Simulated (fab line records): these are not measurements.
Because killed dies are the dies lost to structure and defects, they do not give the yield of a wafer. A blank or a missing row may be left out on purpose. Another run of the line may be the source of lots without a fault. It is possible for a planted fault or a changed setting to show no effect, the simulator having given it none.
Matching of chambers | flow n5-finfet | N5_GATE_CUT_ETCH_37 on rie-diel-04 has 4 sister chambers
The step etches SOC in N2/H2, target depth 60 nm, overetch 12 nm, time 90 s. 4 wafers are shown with their chamber, then 7 later ones without.

EACH WAFER AND ITS CHAMBER
wafer  | chamber | drypump-motor-current-A (A)
L089.4 | 0       | 6.3
L089.6 | 3       | 6.0
L092.1 | 2       | 5.5
L092.4 | 1       | 6.2

WAFERS WHOSE CHAMBER IS MISSING
wafer  | drypump-motor-current-A (A)
L092.5 | 6.0
L097.2 | 6.2
L097.3 | 6.0
L097.5 | 5.5
L096.3 | 6.1
L096.4 | 6.3
L096.6 | 6.2

CHAMBER TAKEN BY EACH
wafer  | from the rows above     | in truth
L092.5 | 3                       | 3
L097.2 | 1                       | 1
L097.3 | 3                       | 3
L097.5 | 2                       | 2
L096.3 | can't be placed: 3 or 1 | 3
L096.4 | 0                       | 0
L096.6 | 1                       | 1
6 of 7 placed correctly. Can't be placed from these rows: 1 (the true chamber is among the candidates in 1). Wrongly placed: 0.
How it was worked out, from the rows above alone: a wafer's distance from a chamber is the root of the sum, over the readings, of the square of ((its reading less the chamber's mean) divided by the reading's scatter). If the next closest chamber is less than 2 further off than the closest, the wafer can't be placed; otherwise it belongs to the closest. Each chamber's mean is taken over the wafers shown for it. The scatter: with one shown wafer a chamber, the root of the mean of the squares of how far each hidden wafer lies from its nearest shown one.
